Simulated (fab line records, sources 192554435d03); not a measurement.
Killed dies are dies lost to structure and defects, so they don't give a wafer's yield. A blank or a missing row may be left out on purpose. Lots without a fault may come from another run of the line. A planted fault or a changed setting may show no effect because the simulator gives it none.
Split-lot experiment | flow n5_finfet | 7 lots, 39 wafers read, on a route of 1938 steps

THE SPLIT
At N5_HKMG_FIN_NWFM_ALD_20 (deposits TiAlC, target thk 2 nm, pulse time 3 s, purge time 2 s), the setting ald_cycles was moved away from the recipe's 7 on 15 of the 39 wafers read, by -28.6% to +42.9%. The other wafers ran this setting at the recipe's value.

The reading is taken at the split's own step.

THE READING
TiAlC_of_HKMG_FIN_NWFM_ALD_20.thk_nm (the simulator's own value, which no gauge read), in nm, at N5_HKMG_FIN_NWFM_ALD_20 (deposits TiAlC, target thk 2 nm, pulse time 3 s, purge time 2 s). The file gives no usual value for it.

wafer  | tool, chamber at the split | ald_cycles as run | against the recipe | TiAlC_of_HKMG_FIN_NWFM_ALD_20.thk_nm, nm | against lot-mates on the recipe
L074.1 | ald_metal-01, 0,3,2        | 7                 | recipe             | 2                                        | -
L074.3 | ald_metal-01, 0,3,2        | 7                 | recipe             | 2                                        | -
L074.5 | ald_metal-01, 0,3,2        | 7                 | recipe             | 2                                        | -
L074.2 | ald_metal-01, 1,2,3        | 10                | +42.9%             | 2.8                                      | +0.8
L074.4 | ald_metal-01, 1,2,3        | 10                | +42.9%             | 2.8                                      | +0.8
L074.6 | ald_metal-01, 1,2,3        | 10                | +42.9%             | 2.8                                      | +0.8
L082.1 | ald_metal-04, 0,3,1        | 7                 | recipe             | 2                                        | -
L082.2 | ald_metal-04, 0,3,1        | 7                 | recipe             | 2                                        | -
L082.4 | ald_metal-04, 0,3,1        | 7                 | recipe             | 2                                        | -
L085.1 | ald_metal-02, 3,2,0,1,1,2  | 7                 | recipe             | 2                                        | -
L085.2 | ald_metal-02, 3,2,0,1,1,2  | 7                 | recipe             | 2                                        | -
L085.3 | ald_metal-02, 3,2,0,1,1,2  | 7                 | recipe             | 2                                        | -
L085.4 | ald_metal-02, 3,2,0,1,1,2  | 7                 | recipe             | 2                                        | -
L085.5 | ald_metal-02, 3,2,0,1,1,2  | 7                 | recipe             | 2                                        | -
L085.6 | ald_metal-02, 3,2,0,1,1,2  | 7                 | recipe             | 2                                        | -
L086.1 | ald_metal-04, 2,3,3        | 7                 | recipe             | 2                                        | -
L086.3 | ald_metal-04, 2,3,3        | 7                 | recipe             | 2                                        | -
L086.5 | ald_metal-04, 2,3,3        | 7                 | recipe             | 2                                        | -
L086.2 | ald_metal-04, 0,1,2        | 5                 | -28.6%             | 1.4                                      | -0.6
L086.4 | ald_metal-04, 0,1,2        | 5                 | -28.6%             | 1.4                                      | -0.6
L086.6 | ald_metal-04, 0,1,2        | 5                 | -28.6%             | 1.4                                      | -0.6
L087.1 | ald_metal-04, 0,2,1        | 10                | +42.9%             | 2.8                                      | +0.8
L087.3 | ald_metal-04, 0,2,1        | 10                | +42.9%             | 2.8                                      | +0.8
L087.4 | ald_metal-04, 0,2,1        | 10                | +42.9%             | 2.8                                      | +0.8
L087.2 | ald_metal-04, 3,1,2        | 7                 | recipe             | 2                                        | -
L087.5 | ald_metal-04, 3,1,2        | 7                 | recipe             | 2                                        | -
L087.6 | ald_metal-04, 3,1,2        | 7                 | recipe             | 2                                        | -
L093.1 | ald_metal-02, 0,2,1        | 7                 | recipe             | 2                                        | -
L093.4 | ald_metal-02, 0,2,1        | 7                 | recipe             | 2                                        | -
L093.5 | ald_metal-02, 0,2,1        | 7                 | recipe             | 2                                        | -
L093.2 | ald_metal-02, 1,2,0        | 5                 | -28.6%             | 1.4                                      | -0.6
L093.3 | ald_metal-02, 1,2,0        | 5                 | -28.6%             | 1.4                                      | -0.6
L093.6 | ald_metal-02, 1,2,0        | 5                 | -28.6%             | 1.4                                      | -0.6
L096.1 | ald_metal-01, 2,1,3        | 7                 | recipe             | 2                                        | -
L096.3 | ald_metal-01, 2,1,3        | 7                 | recipe             | 2                                        | -
L096.5 | ald_metal-01, 2,1,3        | 7                 | recipe             | 2                                        | -
L096.2 | ald_metal-01, 3,0,0        | 9                 | +28.6%             | 2.6                                      | +0.6
L096.4 | ald_metal-01, 3,0,0        | 9                 | +28.6%             | 2.6                                      | +0.6
L096.6 | ald_metal-01, 3,0,0        | 9                 | +28.6%             | 2.6                                      | +0.6
Where a row lists several chambers, the file gives one row for several wafers and doesn't say which wafer went through which chamber.

THE FIT
A straight line over all 39 wafers: TiAlC_of_HKMG_FIN_NWFM_ALD_20.thk_nm changes by +0.0197 nm for each +1% of ald_cycles; r = +1.00; the points scatter about the line by 0.024 nm.
The same after taking each lot's own level away (the mean of its wafers on the recipe; 39 wafers): +0.0197 nm for each +1%; r = +1.00; scatter 0.024 nm.
On that fit, the largest move of ald_cycles shifts the reading by 0.84 nm.
The lots' own levels span 2.00 to 2.00 nm.
So the lot-to-lot level changes the slope little: the two slopes agree.
Check: with one of the wafers moved furthest among these (+42.9%) left out of the fit, the line predicts +0.838 nm for it against its lot-mates. It came out at +0.8 nm against them.

OTHER SPLITS ON THESE WAFERS
These wafers also went through other splits before the reading. Each is held against what the fit with the lots' levels taken away leaves over:
other split on the same wafers           | wafers away from the commonest value | r with TiAlC_of_HKMG_FIN_NWFM_ALD_20.thk_nm (lot level and that fit taken away)
N5_PMOS_HMC_CHANNEL_EPI_DESCUM_14 time_s | 15                                   | +0.21
N5_DUMMY_GATE_PECVD_30 time_s            | 18                                   | -0.02
N5_SD_EPI_N_ETCH_45 target_depth_a       | 15                                   | +0.16

THE FILE'S OWN FIT
TiAlC_of_HKMG_FIN_NWFM_ALD_20.thk_nm changes by +0.0196 nm for each +1% of ald_cycles, r = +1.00.
